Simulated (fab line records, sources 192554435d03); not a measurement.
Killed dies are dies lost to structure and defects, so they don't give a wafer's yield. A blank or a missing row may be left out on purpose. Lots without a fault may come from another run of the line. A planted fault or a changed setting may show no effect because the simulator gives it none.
fab line records | flow n5_finfet
record lots=7 wafers=21
route steps=1938 shown ZERO_LAYER@6 WELL_APT@24 FIN_SAQP@130 FIN_CUT@155 SDB@373 DUMMY_REMOVAL@377
start_h: hours from the record's first day to the start of the lot's first wafer shown | wait_h: hours since the lot's step before | " the same as in the row above | L1.1+2: a row that stands for several wafers | - no value, or no start given | * or withheld: withheld | < > ~ a bound
route shown NAME@n: a module of which the file shows steps, and the number in the route of the first | usual: mean/standard deviation of fault-free wafers | same: alike in all rows | chamber/n: place in a boat | sites: the reading at each site | _std_site: their standard deviation | _edge_site: outer sites' mean less inner sites' | radius_mm: how far each site lies from the wafer's centre | mask NAME#n: copy n | behind: the tool/chamber that last shaped the wafer | hold: why the lot was held/for how many hours/how that ended | device: the transistor (n, p or np) that didn't switch | end of line: the same wafers' tests at the end of the route | a step without rows: its recipe alone | killed: dies lost to structure and defects at the first sort, not the wafer's yield | map: a wafer's dies, x killed, . not, _ none there
set.NAME: the setting as run; set.NAME@STEP: as run at that earlier step | model.NAME: the simulator's own value behind a step, which no gauge read
lots whose settings were changed on purpose; a table a step, a row a wafer
## steps
# step N5_ZERO_LAYER_COAT_05
# recipe spin_rpm=1500 resist_thk_nm=1000
# columns lot.wafer tool chamber start_h wait_h set.spin_rpm model.coat_of_ZERO_LAYER_COAT_05.thk_nm
L077.3 litho_track-03 0 - - 1500 1004
L077.5 " 0 " " 1383 1046
L077.6 " 0 " " 1383 1043
L081.3 litho_track-04 0 - - 1620 961.3
L081.4 " 0 " " 1500 1001
L081.5 " 0 " " 1620 961.9
L084.1 litho_track-03 0 - - 1500 999.3
L084.2 " 0 " " 1500 1001
L084.3 " 0 " " 1500 999.9
L085.2 litho_track-04 0 - - 1500 996.9
L085.3 " 0 " " 1500 997.6
L085.5 " 0 " " 1500 998.3
L089.1+4+5 litho_track-01 0 - - 1500 1002
L091.1+6 litho_track-04 0 - - 1500 1004
L091.4 " 0 " " 1351 1057
L094.2 litho_track-03 0 - - 1419 1025
L094.4 " 0 " " 1500 997.1
L094.6 " 0 " " 1419 1027
# step N5_ZERO_LAYER_EXPOSE_08
# recipe mask_id=ZERO na=0.55 source_shape=conventional sigma_outer=0.8 polarization=unpolarized defocus_nm=0 target_cd_nm=2000 dose_mj=16.2
# columns lot.wafer tool chamber start_h wait_h mask set.dose_mj
L077.3 krf_scanner-01 0 30.48 - ZERO#0 16.2
L077.5+6 " 0 " " ZERO#0 15.4
L081.3+4 krf_scanner-01 0 54.62 - ZERO#0 16.2
L081.5 " 0 " " ZERO#0 17.01
L084.1 krf_scanner-02 0 72.49 - ZERO#0 15.89
L084.2+3 " 0 " " ZERO#0 16.2
L085.2+3+5 krf_scanner-02 0 78.47 - ZERO#0 16.2
L089.1+5 krf_scanner-02 0 102.62 - ZERO#0 16.2
L089.4 " 0 " " ZERO#0 15.63
L091.1+4 krf_scanner-02 0 114.49 - ZERO#0 15.01
L091.6 " 0 " " ZERO#0 16.2
L094.2+4+6 krf_scanner-02 0 132.47 - ZERO#0 16.2
# step N5_ZERO_LAYER_PEB_09
# recipe peb_temp_c=withheld peb_time_s=*
# step N5_ZERO_LAYER_DEVELOP_10
# recipe develop_time_s=60 rinse_liquid=diw dry=air_spin dev_temp_c=21
# step N5_ZERO_LAYER_HARDBAKE_23
# recipe temp_c=130 time_s=120
# step N5_ZERO_LAYER_CD_MEAS_11
# recipe target_cd_nm=2000 landing_energy_ev=500 detector=se_inlens
# usual cd_nm=2000.3/2.3
# columns lot.wafer tool chamber start_h wait_h set.dose_mj@ZERO_LAYER_EXPOSE_08 cd_nm
L077.3 cd_sem-03 0 30.65 - 16.2 2004.8
L077.5 " 0 " " 15.4 1990.0
L077.6 " 0 " " 15.4 1991.9
L081.3 cd_sem-02 0 54.79 - 16.2 1999.7
L081.4 " 0 " " 16.2 2003.0
L081.5 " 0 " " 17.01 2009.5
L084.1 cd_sem-01 0 72.67 - 15.89 1998.5
L084.2 " 0 " " 16.2 1998.9
L084.3 " 0 " " 16.2 2000.3
L085.2 cd_sem-03 0 78.64 - 16.2 2000.8
L085.3 " 0 " " 16.2 2004.8
L085.5 " 0 " " 16.2 2003.1
L089.1 cd_sem-02 0 102.80 - 16.2 2001.1
L089.4 " 0 " " 15.63 1992.1
L089.5 " 0 " " 16.2 2001.9
L091.1 cd_sem-01 0 114.66 - 15.01 1982.8
L091.4 " 0 " " 15.01 1980.3
L091.6 " 0 " " 16.2 2000.9
L094.2 cd_sem-02 0 132.64 - 16.2 1998.5
L094.4 " 0 " " 16.2 2000.1
L094.6 " 0 " " 16.2 1998.6
# step N5_ZERO_LAYER_DESCUM_16
# recipe chemistry=O2 time_s=7.9 source_power_w=50 bias_power_w=20 pressure_mtorr=20 rf_frequency_hz=2.712e+07 temp_c=40 o2_flow_sccm=225
# columns lot.wafer tool chamber start_h wait_h set.dose_mj@ZERO_LAYER_EXPOSE_08 model.ZERO_LAYER.cd_nm
L077.3 rie_diel-01 1 30.68 0.0 16.2 2005
L077.5 " 0 " " 15.4 1990
L077.6 " 3 " " 15.4 1992
L081.3 rie_diel-03 3 54.88 0.1 16.2 -
L081.4 " 2 " " 16.2 2003
L081.5 " 2 " " 17.01 2009
L084.1 rie_diel-03 1 72.71 0.0 15.89 1999
L084.2 " 0 " " 16.2 1999
L084.3 " 2 " " 16.2 2000
L085.2 rie_diel-03 1 78.68 0.0 16.2 2001
L085.3 " 0 " " 16.2 2005
L085.5 " 0 " " 16.2 2003
L089.1 rie_diel-02 0 102.86 0.1 16.2 2001
L089.4 " 0 " " 15.63 1992
L089.5 " 1 " " 16.2 2002
L091.1 rie_diel-03 0 114.72 0.1 15.01 1983
L091.4 " 1 " " 15.01 1981
L091.6 " 2 " " 16.2 2001
L094.2+6 rie_diel-02 0 132.68 0.0 16.2 1999
L094.4 " 1 " " 16.2 2000
# step N5_ZERO_LAYER_ETCH_17
# recipe chemistry=CF4 target=SiO2 target_depth_a=120 time_s=13.3 ion_energy_ev=350 pressure_mtorr=40 source_w=450 bias_w=215 Ar_flow_sccm=100 cf4_flow_sccm=100
# step N5_ZERO_LAYER_ETCH_18
# recipe chemistry=HBr/Cl2 target=Si target_depth_a=1200 time_s=40 pressure_mtorr=10 icp_w=800 bias_w=75 HBr_flow_sccm=150 Cl2_flow_sccm=80
# step N5_ZERO_LAYER_STRIP_24
# recipe chemistry=O2 power_w=1000 temp_c=250 overash_fraction=0.3 pressure_mtorr=1000 o2_flow_sccm=6750
# usual strip_time_to_endpoint_s=43.85/0.074
# columns lot.wafer tool chamber start_h wait_h set.spin_rpm@ZERO_LAYER_COAT_05 strip_time_to_endpoint_s
L077.3 plasma_asher-02 1 30.92 0.1 1500 43.95
L077.5 " 1 " " 1383 45.24
L077.6 " 0 " " 1383 45.11
L081.3 plasma_asher-02 1 55.12 0.1 1620 42.66
L081.4 " 0 " " 1500 43.87
L081.5 " 0 " " 1620 42.73
L084.1 plasma_asher-02 1 72.92 0.1 1500 43.84
L084.2 " 0 " " 1500 43.88
L084.3 " 0 " " 1500 43.85
L085.2 plasma_asher-02 0 78.90 0.1 1500 43.73
L085.3 " 0 " " 1500 43.76
L085.5 " 1 " " 1500 43.77
L089.1 plasma_asher-02 0 103.08 0.1 1500 43.87
L089.4 " 0 " " 1500 43.93
L089.5 " 1 " " 1500 43.89
L091.1 plasma_asher-01 1 114.93 0.1 1500 43.95
L091.4 " 1 " " 1351 45.55
L091.6 " 0 " " 1500 43.93
L094.2 plasma_asher-02 1 132.89 0.1 1419 44.61
L094.4 " 1 " " 1500 43.79
L094.6 " 1 " " 1419 44.65
# step N5_WELL_APT_EXPOSE_05
# recipe mask_id=NWELL na=0.8 source_shape=conventional sigma_outer=0.8 polarization=unpolarized defocus_nm=0 target_cd_nm=200 dose_mj=20.3
# columns lot.wafer tool chamber start_h wait_h mask set.dose_mj
L077.3+5 krf_scanner-01 0 31.54 - NWELL#0 18.91
L077.6 " 0 " " NWELL#0 20.3
L081.3+4+5 krf_scanner-02 0 55.60 - NWELL#0 20.3
L084.1 krf_scanner-02 0 73.41 - NWELL#0 20.93
L084.2+3 " 0 " " NWELL#0 20.3
L085.2+3+5 krf_scanner-02 0 79.41 - NWELL#0 20.3
L089.1 krf_scanner-02 0 103.57 - NWELL#0 20.3
L089.4+5 " 0 " " NWELL#0 19.39
L091.1 krf_scanner-01 0 115.55 - NWELL#0 20.3
L091.4+6 " 0 " " NWELL#0 19.44
L094.2+6 krf_scanner-02 0 133.39 - NWELL#0 19.32
L094.4 " 0 " " NWELL#0 20.3
# step N5_WELL_APT_PEB_06
# recipe peb_temp_c=130 peb_time_s=90
# columns lot.wafer tool chamber start_h wait_h set.peb_time_s
L077.3+6 litho_track-05 0 31.58 0.0 96.74
L077.5 " 0 " " 90
L081.3+5 litho_track-05 0 55.65 0.0 76.36
L081.4 " 0 " " 90
L084.1 litho_track-02 0 73.47 0.1 90
L084.2+3 " 0 " " 74.94
L085.2+3+5 litho_track-05 0 79.46 0.0 90
L089.1+4+5 litho_track-01 0 103.62 0.1 90
L091.1+6 litho_track-01 0 115.61 0.1 90
L091.4 " 0 " " 104.3
L094.2 litho_track-01 0 133.44 0.0 90
L094.4+6 " 0 " " 108.2
# step N5_WELL_APT_DEVELOP_07
# recipe develop_time_s=45 rinse_liquid=surfactant_rinse dry=air_spin dev_temp_c=21
# step N5_WELL_APT_HARDBAKE_12
# recipe temp_c=130 time_s=120
# step N5_WELL_APT_CD_MEAS_08
# recipe target_cd_nm=200 landing_energy_ev=500 detector=se_inlens
# usual cd_nm=199.9/1.6
# columns lot.wafer tool chamber start_h wait_h set.dose_mj@WELL_APT_EXPOSE_05 set.peb_time_s@WELL_APT_PEB_06 cd_nm
L077.3 cd_sem-02 0 31.70 - 18.91 96.74 195.4
L077.5 " 0 " " 18.91 90 190.4
L077.6 " 0 " " 20.3 96.74 203.9
L081.3 cd_sem-01 0 55.76 - 20.3 76.36 196.0
L081.4 " 0 " " 20.3 90 201.2
L081.5 " 0 " " 20.3 76.36 195.7
L084.1 cd_sem-02 0 73.58 - 20.93 90 202.6
L084.2 " 0 " " 20.3 74.94 192.2
L084.3 " 0 " " 20.3 74.94 190.9
L085.2 cd_sem-03 0 79.57 - 20.3 90 198.8
L085.3 " 0 " " 20.3 90 198.2
L085.5 " 0 " " 20.3 90 201.7
L089.1 cd_sem-02 0 103.74 - 20.3 90 200.7
L089.4 " 0 " " 19.39 90 191.4
L089.5 " 0 " " 19.39 90 193.1
L091.1 cd_sem-03 0 115.72 - 20.3 90 199.9
L091.4 " 0 " " 19.44 104.3 199.1
L091.6 " 0 " " 19.44 90 192.5
L094.2 cd_sem-03 0 133.56 - 19.32 90 189.2
L094.4 " 0 " " 20.3 108.2 205.3
L094.6 " 0 " " 19.32 108.2 197.0
# step N5_WELL_APT_DESCUM_13
# recipe chemistry=O2 time_s=7.9 source_power_w=50 bias_power_w=20 pressure_mtorr=20 rf_frequency_hz=2.712e+07 temp_c=40 o2_flow_sccm=225
# columns lot.wafer tool chamber start_h wait_h set.dose_mj@WELL_APT_EXPOSE_05 set.peb_time_s@WELL_APT_PEB_06 model.WELL_APT.cd_nm
L077.3 rie_diel-04 1 31.79 0.0 18.91 96.74 195.1
L077.5 " 3 " " 18.91 90 190.9
L077.6 " 0 " " 20.3 96.74 203.9
L081.3 rie_diel-06 3 55.85 0.0 20.3 76.36 196.1
L081.4 " 1 " " 20.3 90 201.3
L081.5 " 0 " " 20.3 76.36 195.5
L084.1 rie_diel-06 0 73.73 0.1 20.93 90 202.5
L084.2 " 3 " " 20.3 74.94 192.2
L084.3 " 1 " " 20.3 74.94 190.8
L085.2 rie_diel-05 1 79.66 0.0 20.3 90 199
L085.3 " 3 " " 20.3 90 198
L085.5 " 1 " " 20.3 90 201.5
L089.1 rie_diel-04 0 103.83 0.0 20.3 90 200.7
L089.4 " 3 " " 19.39 90 191.5
L089.5 " 2 " " 19.39 90 192.9
L091.1 rie_diel-04 2 115.81 0.0 20.3 90 199.7
L091.4 " 0 " " 19.44 104.3 198.8
L091.6 " 1 " " 19.44 90 192.3
L094.2 rie_diel-06 3 133.64 0.0 19.32 90 189.3
L094.4 " 2 " " 20.3 108.2 205.5
L094.6 " 0 " " 19.32 108.2 196.7
# step N5_FIN_SAQP_ETCH_65
# recipe chemistry=CF4 target=SiO2 target_depth_a=40 ion_energy_ev=350 time_s=4.4 pressure_mtorr=10 icp_w=800 bias_w=400 cf4_flow_sccm=80
# columns lot.wafer tool chamber start_h wait_h set.time_s model.etch.depth_nm
L077.3 rie_si-02 2 43.31 0.1 3.473 3.163
L077.5 " 3 " " 4.4 3.93
L077.6 " 1 " " 3.473 3.011
L081.3 rie_si-04 0 65.65 0.1 3.485 3.113
L081.4 " 2 " " 4.4 4.143
L081.5 " 2 " " 3.485 3.303
L084.1 rie_si-04 2 84.75 0.1 4.4 4.137
L084.2 " 1 " " 3.582 3.222
L084.3 " 0 " " 4.4 3.898
L085.2 rie_si-02 0 92.76 0.1 4.4 4.102
L085.3 " 2 " " 4.4 3.987
L085.5 " 2 " " 4.4 3.994
L089.1 rie_si-04 3 114.57 0.1 4.4 3.87
L089.4 " 2 " " 4.1 3.778
L089.5 " 0 " " 4.4 3.845
L091.1 rie_si-02 3 127.90 0.1 5.081 4.535
L091.4 " 0 " " 5.081 4.609
L091.6 " 1 " " 4.4 3.778
L094.2 rie_si-06 2 144.58 0.1 4.4 3.974
L094.4 " 1 " " 5.061 4.581
L094.6 " 3 " " 5.061 4.612
# step N5_FIN_SAQP_COAT_68
# recipe resist=SOC temp_c=250 time_s=60 spin_rpm=1500 resist_thk_nm=100
# columns lot.wafer tool chamber start_h wait_h set.spin_rpm model.SOC_of_FIN_SAQP_COAT_68.thk_nm
L077.3+5+6 litho_track-01 0 43.82 0.2 1500 100.4
L081.3 litho_track-04 0 66.16 0.2 1446 102.4
L081.4+5 " 0 " " 1500 100.2
L084.1+2 litho_track-02 0 85.25 0.3 1500 99.8
L084.3 " 0 " " 1500 99.6
L085.2+3 litho_track-01 0 93.26 0.3 1500 100.2
L085.5 " 0 " " 1500 100.4
L089.1 litho_track-01 0 115.06 0.3 1500 100.4
L089.4+5 " 0 " " 1500 100.6
L091.1+6 litho_track-02 0 128.40 0.3 1500 100
L091.4 " 0 " " 1427 102.6
L094.2 litho_track-04 0 145.25 0.3 1500 100
L094.4 " 0 " " 1620 96.4
L094.6 " 0 " " 1500 99.8
# step N5_FIN_CUT_COAT_19
# recipe resist=SiARC temp_c=220 time_s=60 spin_rpm=1500 resist_thk_nm=20
# columns lot.wafer tool chamber start_h wait_h set.spin_rpm model.SiARC_of_FIN_CUT_COAT_19.thk_nm
L077.3+5+6 litho_track-05 0 - - 1500 20
L081.3 litho_track-03 0 - - 1368 20.8
L081.4+5 " 0 " " 1500 20
L084.1+2 litho_track-03 0 - - 1500 20
L084.3 " 0 " " 1662 19
L085.2+3+5 litho_track-05 0 - - 1500 20
L089.1 litho_track-03 0 - - 1500 20.2
L089.4+5 " 0 " " 1500 20
L091.1+4 litho_track-03 0 - - 1373 21
L091.6 " 0 " " 1500 20
L094.2+4+6 litho_track-05 0 - - 1500 20
# step N5_FIN_CUT_COAT_29
# recipe resist=underlayer temp_c=205 time_s=60 spin_rpm=1500 resist_thk_nm=10
# step N5_FIN_CUT_COAT_02
# recipe resist=CAR-EUV spin_rpm=1500 resist_thk_nm=30
# step N5_FIN_CUT_DESCUM_13
# recipe chemistry=O2 time_s=7 source_power_w=50 bias_power_w=20 pressure_mtorr=20 rf_frequency_hz=2.712e+07 temp_c=40 resist=CAR-EUV o2_flow_sccm=225
# step N5_FIN_CUT_ETCH_30
# recipe chemistry=N2/H2 target=underlayer target_depth_a=130 mask_material=CAR-EUV time_s=10.4 ion_energy_ev=200 pressure_mtorr=30 source_w=840 bias_w=150 n2_flow_sccm=200 h2_flow_sccm=200 ends=cleared
# step N5_FIN_CUT_ETCH_20
# recipe chemistry=CF4 target=SiARC target_depth_a=260 mask_material=CAR-EUV time_s=43.3 ion_energy_ev=80 pressure_mtorr=40 source_w=545 bias_w=36 Ar_flow_sccm=100 cf4_flow_sccm=100 ends=cleared
# columns lot.wafer tool chamber start_h wait_h set.spin_rpm@FIN_CUT_COAT_19 model.etch.depth_nm
L077.3 rie_diel-02 2 45.95 0.0 1500 19.99
L077.5 " 1 " " 1500 19.91
L077.6 " 2 " " 1500 20
L081.3 rie_diel-03 1 68.27 0.0 1368 20.82
L081.4+5 " 3,2 " " 1500 19.96
L084.1 rie_diel-01 0 88.04 0.0 1500 20.08
L084.2 " 1 " " 1500 19.99
L084.3 " 2 " " 1662 18.98
L085.2+3 rie_diel-02 3,1 96.31 0.0 1500 19.94
L085.5 " 2 " " 1500 19.96
L089.1 rie_diel-01 3 117.25 0.0 1500 20.1
L089.4 " 2 " " 1500 20.01
L089.5 " 3 " " 1500 20
L091.1 rie_diel-02 2 131.06 0.0 1373 20.95
L091.4 " 1 " " 1373 20.94
L091.6 " 2 " " 1500 20.08
L094.2 rie_diel-01 0 147.52 0.0 1500 19.97
L094.4 " 2 " " 1500 19.99
L094.6 " 1 " " 1500 19.98
# step N5_FIN_CUT_ETCH_21
# recipe chemistry=N2/H2 target=SOC target_depth_a=2190 overetch_a=438 mask_material=SiARC temp_c=40 ion_energy_ev=100 bias_w=61 time_s=523.5 pressure_mtorr=30 source_w=850 n2_flow_sccm=200 h2_flow_sccm=200
# columns lot.wafer tool chamber start_h wait_h set.spin_rpm@FIN_CUT_COAT_19 model.SiARC_of_FIN_CUT_COAT_19.thk_nm
L077.3 rie_diel-02 2 45.99 0.0 1500 11.8
L077.5 " 1 " " 1500 12
L077.6 " 2 " " 1500 11.6
L081.3 rie_diel-03 1 68.31 0.0 1368 12.4
L081.4 " 3 " " 1500 12
L081.5 " 2 " " 1500 11.6
L084.1+2 rie_diel-01 0,1 88.07 0.0 1500 12
L084.3 " 2 " " 1662 10.8
L085.2 rie_diel-02 3 96.35 0.0 1500 11.8
L085.3 " 1 " " 1500 12
L085.5 " 2 " " 1500 11.6
L089.1+5 rie_diel-01 3 117.29 0.0 1500 11.8
L089.4 " 2 " " 1500 12
L091.1 rie_diel-02 2 131.09 0.0 1373 12.6
L091.4 " 1 " " 1373 13
L091.6 " 2 " " 1500 11.6
L094.2+4 rie_diel-01 0,2 147.56 0.0 1500 11.8
L094.6 " 1 " " 1500 12
# step N5_SDB_ALD_29
# recipe material=SiNx target_thk_a=300 temp_c=400 ald_precursor_family=SiH2I2 ald_co_reactant=N2/H2-plasma pulse_time_s=1 ald_cycles=600 purge_time_s=2 co_reactant_purge_time_s=2 pressure_torr=2
# columns lot.wafer tool chamber start_h wait_h set.ald_cycles model.SiNx_of_SDB_ALD_29.thk_nm
L077.3+5 ald_sin-02 3,0 88.97 0.5 527 26.4
L077.6 " 3 90.33 1.9 600 30
L081.3+5 ald_sin-01 3,1 109.17 0.0 651 32.6
L081.4 " 1 " " 600 30
L084.1 ald_sin-04 1 129.15 0.8 544 27.2
L084.2 " 0 " " 600 29.8
L084.3 " 2 " " 544 27
L085.2+3 ald_sin-02 1,3 133.80 0.0 600 30
L085.5 " 2 135.15 1.4 600 30.4
L089.1+5 ald_sin-01 0 155.86 0.1 639 32
L089.4 " 2 157.21 1.4 600 30
L091.1 ald_sin-02 1 172.28 0.0 600 30
L091.4 " 0 173.63 1.4 521 26.2
L091.6 " 2 " " 600 30.2
L094.2 ald_sin-02 2 190.28 0.0 600 30
L094.4 " 0 " " 600 29.8
L094.6 " 2 191.63 1.4 600 30.2
# step N5_SDB_CMP_30
# recipe stop_on=poly-Si t_overpolish_s=1.54 post_cmp_clean=alkaline_brush down_force_psi=4.1491 platen_rpm=51.796 pad_velocity_m_s=1.0306 target_thk_nm=30
# columns lot.wafer tool chamber start_h wait_h set.ald_cycles@SDB_ALD_29 model.SiNx_of_SDB_ALD_29.thk_nm
L077.3+5 cmp-04 1 91.74 1.4 527 26.4
L077.6 " 0 " " 600 30
L081.3 cmp-01 2 111.94 1.4 651 29.4
L081.4 " 3 " " 600 30
L081.5 " 1 " " 651 30.6
L084.3 cmp-03 3 131.92 1.4 544 27
L084.1 " 0 " " 544 27.2
L084.2 " 1 " " 600 29.8
L085.2+3 cmp-04 1,0 136.53 1.4 600 30
L085.5 " 2 " " 600 30.4
L089.4 cmp-01 0 158.67 0.1 600 30
L089.1 " 1 " " 639 30.6
L089.5 " 2 " " 639 29.4
L091.1 cmp-01 1 175.05 1.4 600 30
L091.4 " 2 " " 521 26.2
L091.6 " 1 " " 600 30.2
L094.4 cmp-04 1 193.01 1.4 600 29.8
L094.2 " 0 " " 600 30
L094.6 " 1 " " 600 30.2
# step N5_DUMMY_REMOVAL_HM_STRIP_01
# recipe chemistry=CH3F/O2 material=SiNx target_depth_a=40 stop_on=poly-Si time_s=6.8 over_etch_frac=0.3 ion_energy_ev=60 power_w=410 bias_w=29 Ar_flow_sccm=150 CH3F_flow_sccm=30 O2_flow_sccm=20
# step N5_DUMMY_REMOVAL_STRIP_10
# recipe chemistry=N2/H2 time_s=40 power_w=100 temp_c=40 pressure_mtorr=100 rf_frequency_hz=6e+07 bias_power_w=3 n2_flow_sccm=300 h2_flow_sccm=300
# step N5_DUMMY_REMOVAL_PRECLEAN_07
# recipe chemistry=dHF time_s=30 temp_c=25 dilution=withheld
# columns lot.wafer tool chamber start_h wait_h set.ald_cycles@SDB_ALD_29 model.SiNx_of_SDB_ALD_29.thk_nm
L077.3+5 wet_bench-02 5,6 92.45 0.1 527 25.6
L077.6 " 2 " " 600 29.2
L081.3 wet_bench-02 3 112.68 0.1 651 28.6
L081.4 " 5 " " 600 29.2
L081.5 " 2 " " 651 29.8
L084.1+3 wet_bench-03 2,0 132.36 0.1 544 26.4
L084.2 " 6 " " 600 29
L085.2+3 wet_bench-02 6,1 137.17 0.1 600 29.2
L085.5 " 7 " " 600 29.6
L089.1 wet_bench-02 2 159.08 0.1 639 29.8
L089.4 " 3 " " 600 29.2
L089.5 " 6 " " 639 28.6
L091.1 wet_bench-03 3 175.49 0.1 600 29.2
L091.4 " 1 " " 521 25.6
L091.6 " 4 " " 600 29.4
L094.2 wet_bench-01 5 193.50 0.1 600 29.2
L094.4 " 0 " " 600 29
L094.6 " 7 " " 600 29.4
## key
split step=N5_ZERO_LAYER_COAT_05 setting=spin_rpm stated=1500 by=wafer
response step=N5_ZERO_LAYER_COAT_05 reading=model.coat_of_ZERO_LAYER_COAT_05.thk_nm change=-5.22 per=1% r=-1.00
response step=N5_ZERO_LAYER_STRIP_24 reading=strip_time_to_endpoint_s change=* per=1% r=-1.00
split step=N5_ZERO_LAYER_EXPOSE_08 setting=dose_mj stated=16.2 by=wafer
response step=N5_ZERO_LAYER_CD_MEAS_11 reading=cd_nm change=+2.4 per=1% r=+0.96
response step=N5_ZERO_LAYER_DESCUM_16 reading=model.ZERO_LAYER.cd_nm change=+2.38 per=1% r=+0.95
split step=N5_WELL_APT_EXPOSE_05 setting=dose_mj stated=20.3 by=wafer
response step=N5_WELL_APT_CD_MEAS_08 reading=cd_nm slope=+1.59 per=1% together_with=peb_time_s@WELL_APT_PEB_06 explained=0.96
response step=N5_WELL_APT_DESCUM_13 reading=model.WELL_APT.cd_nm slope=+1.61 per=1% together_with=peb_time_s@WELL_APT_PEB_06 explained=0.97
split step=N5_WELL_APT_PEB_06 setting=peb_time_s stated=90 by=wafer
response step=N5_WELL_APT_CD_MEAS_08 reading=cd_nm slope=+0.388 per=1% together_with=dose_mj@WELL_APT_EXPOSE_05 explained=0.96
response step=N5_WELL_APT_DESCUM_13 reading=model.WELL_APT.cd_nm slope=+0.379 per=1% together_with=dose_mj@WELL_APT_EXPOSE_05 explained=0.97
split step=N5_FIN_SAQP_ETCH_65 setting=time_s stated=4.4 by=wafer
response step=N5_FIN_SAQP_ETCH_65 reading=model.etch.depth_nm change=+0.0428 per=1% r=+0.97
split step=N5_FIN_SAQP_COAT_68 setting=spin_rpm stated=1500 by=wafer
response step=N5_FIN_SAQP_COAT_68 reading=model.SOC_of_FIN_SAQP_COAT_68.thk_nm change=-0.483 per=1% r=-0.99
split step=N5_FIN_CUT_COAT_19 setting=spin_rpm stated=1500 by=wafer
response step=N5_FIN_CUT_COAT_19 reading=model.SiARC_of_FIN_CUT_COAT_19.thk_nm change=-0.099 per=1% r=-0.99
response step=N5_FIN_CUT_ETCH_20 reading=model.etch.depth_nm change=-0.099 per=1% r=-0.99
response step=N5_FIN_CUT_ETCH_21 reading=model.SiARC_of_FIN_CUT_COAT_19.thk_nm change=-0.107 per=1% r=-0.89
split step=N5_SDB_ALD_29 setting=ald_cycles stated=600 by=wafer
response step=N5_SDB_ALD_29 reading=model.SiNx_of_SDB_ALD_29.thk_nm change=+0.297 per=1% r=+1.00
response step=N5_SDB_CMP_30 reading=model.SiNx_of_SDB_ALD_29.thk_nm change=+0.23 per=1% r=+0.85
response step=N5_DUMMY_REMOVAL_PRECLEAN_07 reading=model.SiNx_of_SDB_ALD_29.thk_nm change=+0.223 per=1% r=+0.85
